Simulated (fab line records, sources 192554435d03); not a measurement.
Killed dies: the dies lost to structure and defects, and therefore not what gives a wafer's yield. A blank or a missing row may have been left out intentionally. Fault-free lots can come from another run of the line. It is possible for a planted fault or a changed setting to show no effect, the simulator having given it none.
fab line records	flow n5-finfet	part 1 of 2: steps 1 to 20 of 31
record: lots: 5	wafers: 15	last-day: 17
route steps=1938 shown MOL_CONTACT_COAG@567
lots untouched by any fault: they come from a run of this same line in which no faults occurred
start-h: start of the lot's first displayed wafer, in hours after the record's first day	wait-h: time in hours since the lot's previous step	" as in the row above	L1.1+2: one row covering several wafers at once	- no value present, or no start provided	* or withheld: withheld	< > ~ a bound
route shown NAME@n: a module of which the file shows steps, and the number in the route of the first	usual: mean and standard deviation over wafers with no fault	same: alike in all rows	chamber/n: place in a boat	sites: each site's reading	_std_site: the values' standard deviation	_edge_site: inner sites' mean taken away from outer sites' mean	radius-mm: for every site, how far away it sits from the centre of the wafer	mask NAME#n: copy n	behind: tool/chamber where the wafer was last shaped	hold: what put the lot on hold/how long, in hours/how the hold closed	device: the transistor (n, p or np) that didn't switch	end of line: the route-end tests of the same wafers	where a step has no rows: the recipe by itself	killed: not the wafer's yield, but the dies lost to structure and defects at the first sort	map: the dies of a wafer, with x for killed, . for not killed, _ for no die there
set.NAME: the setting that was run; set.NAME@STEP: the one run at that earlier step	model.NAME: the simulator's own value behind a step, which no gauge read
lots at some steps of the route; a table a step, a row a wafer
services: when a tool's chamber went out of use (start-h, in hours from the record's first day, below 0 if earlier), for how many hours, and the reason
== steps ==
step: N5_MOL_CONTACT_COAG_COAT_78
recipe: resist: CAR-EUV	spin-rpm: 1500	resist-thk-nm: 40
lot.wafer	tool	chamber	start-h	wait-h
L076.3+4+5	litho-track-02	0	-	-
L077.3+4+5	litho-track-04	0	-	-
L083.4+5+6	litho-track-02	0	-	-
L089.2+4+5	litho-track-01	0	-	-
L092.1+4+5	litho-track-01	0	-	-
step: N5_MOL_CONTACT_COAG_EBR_80
recipe: solvent: PGMEA	ebr-width-mm: 1.5
lot.wafer	tool	chamber	start-h	wait-h
L076.3+4+5	litho-track-02	0	-	-
L077.3+4+5	litho-track-04	0	-	-
L083.4+5+6	litho-track-02	0	-	-
L089.2+4+5	litho-track-01	0	-	-
L092.1+4+5	litho-track-01	0	-	-
step: N5_MOL_CONTACT_COAG_SOFTBAKE_79
recipe: temp-c: 110	time-s: 60	resist: CAR-EUV
lot.wafer	tool	chamber	start-h	wait-h
L076.3+4+5	litho-track-02	0	-	-
L077.3+4+5	litho-track-04	0	-	-
L083.4+5+6	litho-track-02	0	-	-
L089.2+4+5	litho-track-01	0	-	-
L092.1+4+5	litho-track-01	0	-	-
step: N5_MOL_CONTACT_COAG_EXPOSE_81
recipe: mask-id: VG	na: 0.33	source-shape: annular	sigma-inner: 0.3	sigma-outer: 0.7	polarization: unpolarized	defocus-nm: 0	dose-mj: 59.5
usual: stage-msd-nm: 0.80/0.054
same: sigma-inner: 0.3
lot.wafer	tool	chamber	start-h	wait-h	mask	stage-msd-nm
L076.3	euv-scanner-01	0	110.03	-	VG#0	0.74
L076.4	"	0	"	"	VG#0	0.74
L076.5	"	0	"	"	VG#0	0.74
L077.3	euv-scanner-02	0	122.53	-	VG#0	0.87
L077.4	"	0	"	"	VG#0	0.87
L077.5	"	0	"	"	VG#0	0.87
L083.4	euv-scanner-02	0	152.63	-	VG#0	0.86
L083.5	"	0	"	"	VG#0	0.85
L083.6	"	0	"	"	VG#0	0.86
L089.2	euv-scanner-01	0	190.40	-	VG#0	0.75
L089.4	"	0	"	"	VG#0	0.75
L089.5	"	0	"	"	VG#0	0.75
L092.1	euv-scanner-02	0	206.57	-	VG#0	0.85
L092.4	"	0	"	"	VG#0	0.85
L092.5	"	0	"	"	VG#0	0.85
step: N5_MOL_CONTACT_COAG_PEB_82
recipe: peb-temp-c: 100	peb-time-s: 60	resist: CAR-EUV
lot.wafer	tool	chamber	start-h	wait-h
L076.3+4+5	litho-track-04	0	110.09	0.1
L077.3+4+5	litho-track-04	0	122.59	0.1
L083.4+5+6	litho-track-01	0	152.68	0.0
L089.2+4+5	litho-track-01	0	190.47	0.1
L092.1+4+5	litho-track-04	0	206.65	0.1
step: N5_MOL_CONTACT_COAG_DEVELOP_83
recipe: develop-time-s: 30	developer: TMAH	resist: CAR-EUV	rinse-liquid: surfactant-rinse	dry: air-spin	dev-temp-c: 23
lot.wafer	tool	chamber	start-h	wait-h
L076.3+4+5	litho-track-04	0	-	-
L077.3+4+5	litho-track-04	0	-	-
L083.4+5+6	litho-track-01	0	-	-
L089.2+4+5	litho-track-01	0	-	-
L092.1+4+5	litho-track-04	0	-	-
step: N5_MOL_CONTACT_COAG_CD_MEAS_84
recipe: target-cd-nm: 25.1	landing-energy-ev: 500	detector: se-inlens	polarity: opening
usual: cd-nm: 25.10/0.23
lot.wafer	tool	chamber	start-h	wait-h	cd-nm
L076.3	cd-sem-02	0	110.16	-	24.82
L076.4	"	0	"	"	24.83
L076.5	"	0	"	"	24.88
L077.3	cd-sem-03	0	122.66	-	25.09
L077.4	"	0	"	"	25.27
L077.5	"	0	"	"	25.44
L083.4	cd-sem-01	0	152.75	-	25.50
L083.5	"	0	"	"	25.52
L083.6	"	0	"	"	25.28
L089.2	cd-sem-01	0	190.54	-	25.08
L089.4	"	0	"	"	24.99
L089.5	"	0	"	"	24.92
L092.1	cd-sem-03	0	206.71	-	24.78
L092.4	"	0	"	"	25.00
L092.5	"	0	"	"	24.88
step: N5_MOL_CONTACT_COAG_OVL_MEAS_85
recipe: points-per-wafer: 522
usual: VG_OVL: -0.2/0.6
lot.wafer	tool	chamber	start-h	wait-h	VG_OVL[nm]
L076.3	overlay-02	0	110.20	0.0	-0.9
L076.4	"	0	"	"	-1.2
L076.5	"	0	"	"	-0.2
L077.3	overlay-02	0	122.70	0.0	-0.9
L077.4	"	0	"	"	0.2
L077.5	"	0	"	"	-0.8
L083.4	overlay-02	0	152.79	0.0	-0.9
L083.5	"	0	"	"	-1.3
L083.6	"	0	"	"	-1.5
L089.2	overlay-01	0	190.57	0.0	0.3
L089.4	"	0	"	"	0.3
L089.5	"	0	"	"	0.4
L092.1	overlay-02	0	206.74	0.0	0.3
L092.4	"	0	"	"	-0.8
L092.5	"	0	"	"	-0.1
step: N5_MOL_CONTACT_COAG_INSPECT_57
recipe: mode: adi	inspect-instrument: brightfield
usual: raw-defect-count: 204/47
lot.wafer	tool	chamber	start-h	wait-h	raw-defect-count
L076.3	defect-inspect-01	-	110.24	0.0	202
L076.4	"	-	"	"	264
L076.5	"	-	"	"	160
L077.3	defect-inspect-01	-	122.74	0.0	240
L077.4	"	-	"	"	160
L077.5	"	-	"	"	234
L083.4	defect-inspect-02	-	152.83	0.0	180
L083.5	"	-	"	"	213
L083.6	"	-	"	"	288
L089.2	defect-inspect-02	-	190.62	0.0	220
L089.4	"	-	"	"	231
L089.5	"	-	"	"	235
L092.1	defect-inspect-01	-	206.80	0.1	244
L092.4	"	-	"	"	231
L092.5	"	-	"	"	193
step: N5_MOL_CONTACT_COAG_DESCUM_88
recipe: chemistry: O2	time-s: 7	source-power-w: 50	bias-power-w: 20	pressure-mtorr: 20	rf-frequency-hz: 2.712e+07	temp-c: 40	resist: CAR-EUV	o2-flow-sccm: 225
usual: drypump-motor-current-A: 5.7/0.43	oes-product-au: 0.77/0.085	rf-vpp-V: 243.4/1.1	showerhead-plenum-p-Torr: 2.10/0.036	throttle-valve-pct: 20.51/0.23
lot.wafer	tool	chamber	start-h	wait-h	drypump-motor-current-A	oes-product-au	rf-hours-counter-h	rf-vpp-V	showerhead-plenum-p-Torr	throttle-valve-pct
L076.3	rie-diel-05	2	110.28	0.0	5.5	0.70	194	242.2	2.09	20.45
L076.4	"	1	"	"	5.4	0.76	148	244.0	2.09	20.59
L076.5	"	0	"	"	6.2	0.74	-	243.4	2.11	20.78
L077.3	rie-diel-02	0	122.78	0.0	5.2	0.70	210	245.4	2.16	20.79
L077.4	"	1	"	"	5.0	0.70	-	243.5	2.08	20.51
L077.5	"	2	"	"	5.8	0.90	-	244.4	2.14	20.33
L083.4	rie-diel-02	0	152.86	0.0	5.2	0.69	220	245.3	2.16	20.82
L083.5	"	1	"	"	4.9	0.70	-	243.8	2.07	20.52
L083.6	"	0	"	"	5.2	0.70	-	243.9	2.16	20.82
L089.2	rie-diel-06	3	190.68	0.1	5.8	0.72	179	241.9	2.10	20.59
L089.4	"	2	"	"	6.3	0.71	207	243.2	2.06	20.43
L089.5	"	3	"	"	5.8	0.73	-	243.7	2.10	20.60
L092.1	rie-diel-05	2	206.84	0.0	5.5	0.68	226	242.3	2.08	20.49
L092.4	"	0	"	"	6.2	0.73	179	241.9	2.10	20.82
L092.5	"	0	"	"	6.2	0.73	-	242.3	2.10	20.81
step: N5_MOL_CONTACT_COAG_ETCH_89
recipe: chemistry: N2/H2	target: underlayer	target-depth-a: 130	mask-material: CAR-EUV	time-s: 10.4	ion-energy-ev: 200	pressure-mtorr: 30	source-w: 840	bias-w: 150	n2-flow-sccm: 200	h2-flow-sccm: 200	ends: cleared
usual: drypump-motor-current-A: 5.7/0.43	etch-rf-on-time-s: 10.39/0.22	oes-product-au: 0.65/0.073	rf-vpp-V: 524.1/1.5	showerhead-plenum-p-Torr: 2.55/0.048	throttle-valve-pct: 17.92/0.13
lot.wafer	tool	chamber	start-h	wait-h	drypump-motor-current-A	etch-rf-on-time-s	oes-product-au	rf-hours-counter-h	rf-vpp-V	showerhead-plenum-p-Torr	throttle-valve-pct
L076.3	rie-diel-05	2	110.31	0.0	5.5	10.59	0.61	194	521.7	2.53	17.82
L076.4	"	1	"	"	5.4	10.36	0.65	148	524.7	2.54	18.03
L076.5	"	0	"	"	6.2	10.52	0.62	-	522.6	2.53	17.97
L077.3	rie-diel-02	0	122.81	0.0	5.2	10.37	0.61	210	525.3	2.61	18.12
L077.4	"	1	"	"	5.0	10.75	0.59	-	522.4	2.51	17.88
L077.5	"	2	"	"	5.8	10.44	0.76	-	524.6	2.59	17.75
L083.4	rie-diel-02	0	152.90	0.0	5.2	10.37	0.60	220	526.2	2.61	18.13
L083.5	"	1	"	"	5.0	10.75	0.59	-	522.5	2.50	17.91
L083.6	"	0	"	"	5.2	10.26	0.61	-	527.2	2.61	18.13
L089.2	rie-diel-06	3	190.72	0.0	5.8	10.33	0.63	179	525.4	2.51	17.79
L089.4	"	2	"	"	6.3	10.66	0.60	207	522.7	2.51	17.88
L089.5	"	3	"	"	5.8	10.34	0.62	-	523.3	2.51	17.80
L092.1	rie-diel-05	2	206.87	0.0	5.5	10.74	0.58	226	522.9	2.52	17.87
L092.4	"	0	"	"	6.2	10.58	0.59	179	525.3	2.52	18.03
L092.5	"	0	"	"	6.3	10.49	0.61	-	523.7	2.52	18.04
step: N5_MOL_CONTACT_COAG_ETCH_90
recipe: chemistry: CF4	target: SiARC	target-depth-a: 130	mask-material: CAR-EUV	time-s: 21.7	ion-energy-ev: 80	pressure-mtorr: 40	source-w: 545	bias-w: 36	Ar_flow_sccm: 100	cf4-flow-sccm: 100	ends: cleared
usual: drypump-motor-current-A: 5.7/0.43	etch-rf-on-time-s: 21.6/0.56	oes-product-au: 0.65/0.074	rf-vpp-V: 184.2/0.89	showerhead-plenum-p-Torr: 2.15/0.036	throttle-valve-pct: 15.67/0.2
lot.wafer	tool	chamber	start-h	wait-h	drypump-motor-current-A	etch-rf-on-time-s	oes-product-au	rf-hours-counter-h	rf-vpp-V	showerhead-plenum-p-Torr	throttle-valve-pct
L076.3	rie-diel-05	2	110.33	0.0	5.5	22.3	0.60	194	184.0	2.13	15.67
L076.4	"	1	"	"	5.4	21.2	0.66	148	184.6	2.13	15.78
L076.5	"	0	"	"	6.2	21.8	0.63	-	183.7	2.14	15.75
L077.3	rie-diel-02	0	122.83	0.0	5.2	21.5	0.61	210	184.8	2.21	15.95
L077.4	"	1	"	"	5.0	22.4	0.60	-	183.3	2.12	15.66
L077.5	"	2	"	"	5.8	21.6	0.76	-	184.4	2.18	15.45
L083.4	rie-diel-02	0	152.92	0.0	5.2	21.8	0.60	220	182.9	2.20	15.97
L083.5	"	1	"	"	5.0	22.2	0.60	-	184.0	2.11	15.68
L083.6	"	0	"	"	5.2	21.4	0.60	-	185.0	2.20	15.97
L089.2	rie-diel-06	3	190.74	0.0	5.8	21.7	0.62	179	183.3	2.12	15.67
L089.4	"	2	"	"	6.3	22.2	0.59	207	182.7	2.13	15.81
L089.5	"	3	"	"	5.8	21.6	0.62	-	185.3	2.12	15.68
L092.1	rie-diel-05	2	206.89	0.0	5.5	22.7	0.57	226	184.1	2.12	15.72
L092.4	"	0	"	"	6.2	21.9	0.61	179	184.0	2.13	15.78
L092.5	"	0	"	"	6.2	22.0	0.60	-	184.7	2.12	15.79
step: N5_MOL_CONTACT_COAG_ALD_131
recipe: material: SiO2	target-thk-a: 50	temp-c: 100	ald-precursor-family: BDEAS	ald-co-reactant: O2-plasma	pulse-time-s: 1	co-reactant-pulse-time-s: 1	purge-time-s: 2	co-reactant-purge-time-s: 2	ald-cycles: 35	pressure-torr: 2
usual: heater-power-w: 80/6.7	precursor-pulse-height-rel: 0.998/0.018
lot.wafer	tool	chamber	start-h	wait-h	heater-power-w	precursor-pulse-height-rel
L076.3	ald-sin-04	2	110.41	0.1	78	1.005
L076.4	"	1	"	"	72	1.017
L076.5	"	0	"	"	83	1.016
L077.3	ald-sin-02	0	122.92	0.1	72	0.995
L077.4	"	1	"	"	87	0.977
L077.5	"	3	"	"	86	0.959
L083.4	ald-sin-02	1	153.08	0.1	87	0.995
L083.5	"	3	"	"	84	0.956
L083.6	"	0	"	"	74	1.004
L089.2	ald-sin-02	3	190.82	0.1	92	1.022
L089.4	"	0	"	"	70	1.017
L089.5	"	2	"	"	84	0.977
L092.1	ald-sin-04	3	206.97	0.1	71	1.009
L092.4	"	0	"	"	85	0.990
L092.5	"	3	"	"	75	0.985
step: N5_MOL_CONTACT_COAG_ETCHBACK_132
recipe: chemistry: CHF3	target: SiO2	target-depth-a: 100	time-s: 6.7	ion-energy-ev: 200	pressure-mtorr: 30	source-w: 610	bias-w: 170	Ar_flow_sccm: 200	CHF3_flow_sccm: 50
usual: drypump-motor-current-A: 5.7/0.47	oes-product-au: 0.77/0.092	rf-vpp-V: 521/8.9	showerhead-plenum-p-Torr: 2.40/0.055	throttle-valve-pct: 18.76/0.18
lot.wafer	tool	chamber	start-h	wait-h	drypump-motor-current-A	oes-product-au	rf-hours-counter-h	rf-vpp-V	showerhead-plenum-p-Torr	throttle-valve-pct
L076.3	rie-diel-02	3	110.60	0.1	6.4	0.68	251	520	2.23	18.94
L076.4	"	1	"	"	5.0	0.71	-	518	2.37	18.83
L076.5	"	3	"	"	6.4	0.67	-	518	2.23	18.94
L077.3	rie-diel-02	0	123.21	0.2	5.2	0.71	211	516	2.44	19.02
L077.4	"	0	"	"	5.2	0.71	-	514	2.44	19.01
L077.5	"	1	"	"	5.0	0.70	-	518	2.37	18.83
L083.4	rie-diel-06	3	153.26	0.1	5.8	0.74	168	511	2.36	18.76
L083.5	"	3	"	"	5.8	0.73	-	511	2.36	18.74
L083.6	"	0	"	"	5.8	0.90	-	530	2.41	18.61
L089.2	rie-diel-06	2	191.06	0.2	6.3	0.70	207	542	2.36	18.85
L089.4	"	1	"	"	5.7	0.85	41	519	2.43	18.48
L089.5	"	0	"	"	5.8	0.89	-	529	2.41	18.61
L092.1	rie-diel-02	2	207.15	0.1	5.8	0.83	55	509	2.40	18.61
L092.4	"	1	"	"	4.9	0.68	232	519	2.36	18.88
L092.5	"	3	"	"	6.3	0.91	-	528	2.51	18.52
step: N5_MOL_CONTACT_COAG_ETCH_91
recipe: chemistry: N2/H2	target: SOC	target-depth-a: 600	overetch-a: 210	mask-material: SiARC	temp-c: 40	time-s: 101.2	ion-energy-ev: 200	pressure-mtorr: 30	source-w: 840	bias-w: 150	n2-flow-sccm: 200	h2-flow-sccm: 200
usual: drypump-motor-current-A: 5.7/0.47	oes-product-au: 0.65/0.071	rf-vpp-V: 524.6/2	showerhead-plenum-p-Torr: 2.56/0.066	throttle-valve-pct: 17.84/0.17
lot.wafer	tool	chamber	start-h	wait-h	drypump-motor-current-A	oes-product-au	rf-hours-counter-h	rf-vpp-V	showerhead-plenum-p-Torr	throttle-valve-pct
L076.3	rie-diel-02	3	110.64	0.0	6.4	0.57	251	518.9	2.37	17.87
L076.4	"	1	"	"	5.0	0.60	-	522.9	2.51	17.83
L076.5	"	3	"	"	6.4	0.57	-	520.1	2.37	17.88
L077.3	rie-diel-02	0	123.25	0.0	5.2	0.60	211	526.6	2.61	18.07
L077.4	"	0	"	"	5.2	0.59	-	526.4	2.61	18.08
L077.5	"	1	"	"	4.9	0.60	-	522.3	2.51	17.85
L083.4	rie-diel-06	3	153.29	0.0	5.8	0.61	168	524.7	2.51	17.77
L083.5	"	3	"	"	5.8	0.62	-	525.7	2.51	17.75
L083.6	"	0	"	"	5.8	0.75	-	525.7	2.58	17.79
L089.2	rie-diel-06	2	191.09	0.0	6.3	0.59	207	522.6	2.51	17.85
L089.4	"	1	"	"	5.8	0.72	41	524.8	2.61	17.71
L089.5	"	0	"	"	5.8	0.74	-	525.9	2.58	17.82
L092.1	rie-diel-02	2	207.18	0.0	5.8	0.70	55	523.6	2.57	17.76
L092.4	"	1	"	"	5.0	0.59	232	523.3	2.50	17.88
L092.5	"	3	"	"	6.3	0.75	-	529.0	2.68	17.42
step: N5_MOL_CONTACT_COAG_STRIP_92
recipe: chemistry: N2/H2	temp-c: 40	n2-flow-sccm: 200	h2-flow-sccm: 200	rf-frequency-hz: 6e+07
lot.wafer	tool	chamber	start-h	wait-h
L076.3+4+5	rie-diel-02	3,1,3	110.71	0.0
L077.3+4+5	rie-diel-02	0,0,1	123.32	0.0
L083.4+5+6	rie-diel-06	3,3,0	153.36	0.0
L089.2+4+5	rie-diel-06	2,1,0	191.16	0.0
L092.1+4+5	rie-diel-02	2,1,3	207.26	0.0
step: N5_MOL_CONTACT_COAG_STRIP_93
recipe: chemistry: N2/H2	temp-c: 40	n2-flow-sccm: 200	h2-flow-sccm: 200	rf-frequency-hz: 6e+07
lot.wafer	tool	chamber	start-h	wait-h
L076.3+4+5	rie-diel-02	3,1,3	110.72	0.0
L077.3+4+5	rie-diel-02	0,0,1	123.33	0.0
L083.4+5+6	rie-diel-06	3,3,0	153.37	0.0
L089.2+4+5	rie-diel-06	2,1,0	191.17	0.0
L092.1+4+5	rie-diel-02	2,1,3	207.27	0.0
step: N5_MOL_CONTACT_COAG_ETCHBACK_135
recipe: chemistry: CHF3	target: SiO2	target-depth-a: 250	time-s: 16.7	ion-energy-ev: 200	pressure-mtorr: 30	source-w: 610	bias-w: 170	Ar_flow_sccm: 200	CHF3_flow_sccm: 50
usual: drypump-motor-current-A: 5.7/0.47	oes-product-au: 0.77/0.092	rf-vpp-V: 521/8.8	showerhead-plenum-p-Torr: 2.40/0.055	throttle-valve-pct: 18.76/0.19
lot.wafer	tool	chamber	start-h	wait-h	drypump-motor-current-A	oes-product-au	rf-hours-counter-h	rf-vpp-V	showerhead-plenum-p-Torr	throttle-valve-pct
L076.3	rie-diel-02	3	110.73	0.0	6.4	0.68	251	518	2.23	18.94
L076.4	"	1	"	"	4.9	0.70	-	520	2.37	18.83
L076.5	"	3	"	"	6.4	0.67	-	518	2.23	18.94
L077.3	rie-diel-02	0	123.34	0.0	5.2	0.71	211	515	2.44	19.02
L077.4	"	0	"	"	5.2	0.71	-	516	2.44	19.02
L077.5	"	1	"	"	5.0	0.71	-	518	2.37	18.83
L083.4	rie-diel-06	3	153.38	0.0	5.8	0.73	168	511	2.36	18.73
L083.5	"	3	"	"	5.8	0.74	-	507	2.36	18.76
L083.6	"	0	"	"	5.8	0.91	-	529	2.42	18.57
L089.2	rie-diel-06	2	191.18	0.0	6.3	0.70	207	542	2.36	18.86
L089.4	"	1	"	"	5.7	0.86	41	519	2.42	18.48
L089.5	"	0	"	"	5.8	0.89	-	530	2.41	18.60
L092.1	rie-diel-02	2	207.28	0.0	5.8	0.83	55	509	2.40	18.60
L092.4	"	1	"	"	5.0	0.68	232	518	2.36	18.88
L092.5	"	3	"	"	6.4	0.91	-	527	2.51	18.54
step: N5_MOL_CONTACT_COAG_STRIP_118
recipe: chemistry: CHF3	resist: SiARC	rf-frequency-hz: 6e+07
lot.wafer	tool	chamber	start-h	wait-h
L076.3+4+5	rie-diel-02	3,1,3	110.75	0.0
L077.3+4+5	rie-diel-02	0,0,1	123.36	0.0
L083.4+5+6	rie-diel-06	3,3,0	153.41	0.0
L089.2+4+5	rie-diel-06	2,1,0	191.21	0.0
L092.1+4+5	rie-diel-02	2,1,3	207.30	0.0
step: N5_MOL_CONTACT_COAG_VIA_ETCH_46
recipe: chemistry: C4F6/O2	target-depth-a: 460	overetch-a: 92	mask-material: SOC	target: SiO2	bias-w: 455	pressure-mtorr: 10	time-s: 40	source-w: 325	Ar_flow_sccm: 300	C4F6_flow_sccm: 10	O2_flow_sccm: 10	ion-energy-ev: 575.3	ends: end-point
usual: drypump-motor-current-A: 5.7/0.47	oes_o_777_au: 0.77/0.09	oes-product-au: 0.69/0.075	rf-vpp-V: 1578/24	showerhead-plenum-p-Torr: 2.86/0.065	throttle-valve-pct: 40.8/0.39
lot.wafer	tool	chamber	start-h	wait-h	drypump-motor-current-A	oes_o_777_au	oes-product-au	rf-hours-counter-h	rf-vpp-V	showerhead-plenum-p-Torr	throttle-valve-pct
L076.3	rie-diel-02	3	110.76	0.0	6.4	0.69	0.61	251	1568	2.66	40.7
L076.4	"	1	"	"	5.0	0.70	0.65	-	1571	2.83	41.1
L076.5	"	3	"	"	6.4	0.69	0.61	-	1568	2.66	40.7
L077.3	rie-diel-02	0	123.37	0.0	5.2	0.73	0.63	211	1565	2.91	41.4
L077.4	"	0	"	"	5.2	0.73	0.64	-	1564	2.91	41.4
L077.5	"	1	"	"	5.0	0.69	0.64	-	1571	2.83	41.1
L083.4	rie-diel-06	3	153.42	0.0	5.8	0.77	0.66	168	1548	2.82	40.6
L083.5	"	3	"	"	5.8	0.77	0.66	-	1546	2.82	40.6
L083.6	"	0	"	"	5.8	0.89	0.80	-	1602	2.88	41.3
L089.2	rie-diel-06	2	191.22	0.0	6.3	0.67	0.62	207	1635	2.81	40.6
L089.4	"	1	"	"	5.7	0.85	0.76	41	1574	2.89	40.4
L089.5	"	0	"	"	5.8	0.87	0.80	-	1604	2.87	41.3
L092.1	rie-diel-02	2	207.31	0.0	5.8	0.84	0.74	55	1548	2.87	40.6
L092.4	"	1	"	"	5.0	0.68	0.62	232	1571	2.82	41.1
L092.5	"	3	"	"	6.4	0.91	0.82	-	1592	2.99	40.1
